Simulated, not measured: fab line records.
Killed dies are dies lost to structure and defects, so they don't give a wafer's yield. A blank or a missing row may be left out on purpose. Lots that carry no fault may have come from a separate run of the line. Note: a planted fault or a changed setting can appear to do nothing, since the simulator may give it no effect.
Split-lot experiment	flow n5_finfet	39 wafers read across 7 lots, on a route 1938 steps long

THE SPLIT
At N5_HKMG_FIN_DEVELOP_11 (develop time 30 s), the setting develop_time_s was moved away from the recipe's 30 s on 18 of the 39 wafers read, by -54.8% to +47.9%. The other wafers ran this setting at the recipe's value.

There is no step in the file separating the split from the reading.

THE READING
cd_nm, in nm, at N5_HKMG_FIN_CD_MEAS_12 (target cd 92.8 nm). On this fab line, fault-free wafers typically give 92.9 nm with a standard deviation of 0.71 nm.

wafer	tool, chamber at the split	develop_time_s as run, s	against the recipe	cd_nm, nm	against lot-mates on the recipe
L074.1	litho_track-02, 0	30	recipe	93.0	-
L074.2	litho_track-02, 0	30	recipe	93.0	-
L074.3	litho_track-02, 0	30	recipe	92.4	-
L074.4	litho_track-02, 0	44.38	+47.9%	95.4	+2.6
L074.5	litho_track-02, 0	44.38	+47.9%	94.7	+1.9
L074.6	litho_track-02, 0	44.38	+47.9%	95.2	+2.4
L079.1	litho_track-01, 0	30	recipe	93.6	-
L079.2	litho_track-01, 0	30	recipe	91.9	-
L079.3	litho_track-01, 0	22.63	-24.6%	91.3	-1.8
L079.4	litho_track-01, 0	30	recipe	93.9	-
L079.5	litho_track-01, 0	22.63	-24.6%	92.2	-0.9
L079.6	litho_track-01, 0	22.63	-24.6%	91.5	-1.6
L081.1	litho_track-01, 0	13.57	-54.8%	88.6	-3.9
L081.2	litho_track-01, 0	30	recipe	92.7	-
L081.3	litho_track-01, 0	13.57	-54.8%	88.8	-3.7
L081.4	litho_track-01, 0	13.57	-54.8%	88.0	-4.5
L081.5	litho_track-01, 0	30	recipe	93.2	-
L081.6	litho_track-01, 0	30	recipe	91.6	-
L082.1	litho_track-01, 0	30	recipe	93.0	-
L082.2	litho_track-01, 0	30	recipe	91.3	-
L082.3	litho_track-01, 0	30	recipe	91.9	-
L082.4	litho_track-01, 0	41.45	+38.2%	92.8	+0.7
L082.5	litho_track-01, 0	41.45	+38.2%	94.0	+1.9
L082.6	litho_track-01, 0	41.45	+38.2%	94.2	+2.1
L086.1	litho_track-02, 0	30	recipe	92.2	-
L086.3	litho_track-02, 0	30	recipe	92.1	-
L086.6	litho_track-02, 0	30	recipe	94.2	-
L091.1	litho_track-02, 0	19.34	-35.5%	91.1	-2.0
L091.2	litho_track-02, 0	30	recipe	92.6	-
L091.3	litho_track-02, 0	30	recipe	92.8	-
L091.4	litho_track-02, 0	19.34	-35.5%	91.4	-1.7
L091.5	litho_track-02, 0	30	recipe	93.8	-
L091.6	litho_track-02, 0	19.34	-35.5%	90.9	-2.2
L094.1	litho_track-03, 0	30	recipe	94.0	-
L094.2	litho_track-03, 0	30	recipe	93.6	-
L094.3	litho_track-03, 0	21.73	-27.6%	91.5	-1.8
L094.4	litho_track-03, 0	30	recipe	92.4	-
L094.5	litho_track-03, 0	21.73	-27.6%	92.3	-1.0
L094.6	litho_track-03, 0	21.73	-27.6%	91.3	-2.0

FIT RESULTS
A straight line over all 39 wafers: cd_nm changes by +0.0522 nm for each +1% of develop_time_s; r = +0.86; the points scatter about the line by 0.85 nm.
The same after taking each lot's own level away (the mean of its wafers on the recipe; 39 wafers): +0.0569 nm for each +1%; r = +0.92; scatter 0.67 nm.
On that fit, the largest move of develop_time_s shifts the reading by 3.1 nm.
The lots' own levels span 92.07 to 93.33 nm, that is 1.8 times the standard deviation above.
The two slopes are in agreement: the lot-to-lot level therefore moves the slope only a little.
Check: -3.18 nm against its lot-mates is what the line predicts for one of the wafers moved furthest among these (-54.8%) when that wafer is left out of the fit. Against them it came out at -3.9 nm.

FURTHER SPLITS ON THESE WAFERS
Before the reading, these wafers also passed through other splits. Each is held against what the fit with the lots' levels taken away leaves over:
other split on the same wafers	wafers away from the commonest value	r with cd_nm (lot level and that fit taken away)
N5_FIN_SAQP_MANDREL_ETCH_22 target_depth_a	6	-0.14
N5_SD_EPI_N_DESCUM_14 time_s	18	+0.11

FILE'S OWN FIT
cd_nm changes by +0.058 nm for each +1% of develop_time_s, r = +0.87.
